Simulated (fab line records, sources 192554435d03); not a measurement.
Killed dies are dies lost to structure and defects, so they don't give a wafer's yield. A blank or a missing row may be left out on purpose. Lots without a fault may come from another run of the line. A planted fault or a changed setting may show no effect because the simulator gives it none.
One fault seen from 3 desks | flow n5_finfet | each desk has only its own numbers; what lay behind them comes last

THE METROLOGY DESK
What the gauges read, lot by lot, whatever tool the lot ran on: means of the sampled wafers that have a number. A lot is out of limits, marked OUT, if its mean lies more than 4 standard deviations from the usual mean; the brackets give that distance. Of its 10 readings 7 are shown: those that lie furthest out on some lot.
Columns: A = DIBL_P at N5_BEOL_M4_RC_MEAS_101, usual 36.2 mV/V; B = IOFF_N at N5_BEOL_M4_RC_MEAS_101, usual 0.160 nA/um; C = ION_P at N5_BEOL_M4_RC_MEAS_101, usual 463 uA/um; D = SS_N at N5_BEOL_M4_RC_MEAS_101, usual 71.4 mV/dec; E = SS_P at N5_BEOL_M4_RC_MEAS_101, usual 73.3 mV/dec; F = VT_N at N5_BEOL_M4_RC_MEAS_101, usual 249.3 mV; G = VT_P at N5_BEOL_M4_RC_MEAS_101, usual -250.1 mV
lot  | first seen here | A    | B     | C   | D    | E    | F     | G
L422 | day 8 21:13     | 37.7 | 0.175 | 462 | 71.2 | 72.7 | 247.2 | -254.2
L426 | day 10 01:55    | 36.9 | 0.169 | 462 | 70.6 | 73.5 | 248.0 | -248.3
L432 | day 11 09:48    | 35.9 | 0.184 | 471 | 71.6 | 73.9 | 244.9 | -246.2
L435 | day 12 02:07    | 34.6 | 0.162 | 462 | 71.1 | 73.0 | 248.0 | -250.9
L437 | day 12 12:16    | 34.4 | 0.151 | 460 | 71.0 | 73.0 | 248.6 | -252.9
L441 | day 14 01:10    | 36.4 | 0.155 | 461 | 72.1 | 72.9 | 251.9 | -251.4
This desk's finding: nothing out of limits on any of the 6 lots.

THE DEFECT DESK
What the inspections along the route counted, lot by lot: means of the sampled wafers that have a number. A lot is out of limits, marked OUT, if its mean lies more than 4 standard deviations from the usual mean; the brackets give that distance.
Columns: A = raw_defect_count at N5_BEOL_M4_INSPECT_30, usual 444
lot  | first seen here | A
L422 | day 8 16:34     | 560
L426 | day 9 19:20     | 312
L432 | day 11 01:28    | 522
L435 | day 11 12:17    | 476
L437 | day 12 02:20    | 406
L441 | day 13 16:15    | 445
This desk's finding: nothing out of limits on any of the 6 lots.

THE TOOL OWNER'S DESK: rie_diel-04
The tool's own readings at N5_BEOL_M4_TRENCH_ETCH_37 (etches SiOC in C4F6/O2, target depth 55.555 nm, time 29.2 s): means of the sampled wafers that have a number, for each lot that ran on this tool. A lot is out of limits, marked OUT, if its mean lies more than 4 standard deviations from the usual mean; the brackets give that distance. Of its 9 readings 7 are shown: the one that was out of limits first, and those that lie furthest out on some lot.
Columns: A = bias_w at N5_BEOL_M4_TRENCH_ETCH_37, usual 185.1 W; B = chamber_pressure_mTorr at N5_BEOL_M4_TRENCH_ETCH_37, usual 30.00 mTorr; C = oes_ar_750_au at N5_BEOL_M4_TRENCH_ETCH_37, usual 0.82 a.u.; D = oes_o_777_au at N5_BEOL_M4_TRENCH_ETCH_37, usual 0.82 a.u.; E = oes_product_au at N5_BEOL_M4_TRENCH_ETCH_37, usual 0.83 a.u.; F = rf_vpp_V at N5_BEOL_M4_TRENCH_ETCH_37, usual 669 V; G = throttle_valve_pct at N5_BEOL_M4_TRENCH_ETCH_37, usual 20.66 %
lot  | first seen here | A                | B     | C    | D    | E    | F   | G
L426 | day 9 21:50     | 185.0            | 29.97 | 0.86 | 0.86 | 0.88 | 675 | 20.58
L432 | day 11 05:26    | 184.6            | 30.01 | 0.81 | 0.81 | 0.81 | 673 | 20.78
L435 | day 11 21:30    | 189.6 (+8.2) OUT | 29.98 | 0.82 | 0.83 | 0.84 | 687 | 20.80
L437 | day 12 06:37    | 189.9 (+8.7) OUT | 30.01 | 0.84 | 0.83 | 0.85 | 687 | 20.61
This desk's finding: out of limits on L435, L437; first on L435, day 11 21:30 (bias_w at N5_BEOL_M4_TRENCH_ETCH_37). In limits: L426, L432.

PUT TOGETHER
The tool owner's desk could have raised an alarm at day 11 21:30, on L435, L437.
The metrology desk saw nothing out of limits.
The defect desk saw nothing out of limits.
The metrology desk has L435, L437 on record, within its limits.
The defect desk has L435, L437 on record, within its limits.
Of the lots named, all ran N5_BEOL_M4_TRENCH_ETCH_37 on rie_diel-04.

WHAT THE SIMULATOR HAD PUT IN
Process parameter drift: rie_diel-04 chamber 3, from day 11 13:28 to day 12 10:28, at N5_BEOL_M4_TRENCH_ETCH_37. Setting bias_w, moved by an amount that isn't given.
Lots struck among those shown: L435, L437.
Hours from the fault's start to each desk's first reading out of limits: the tool owner's desk, 8.
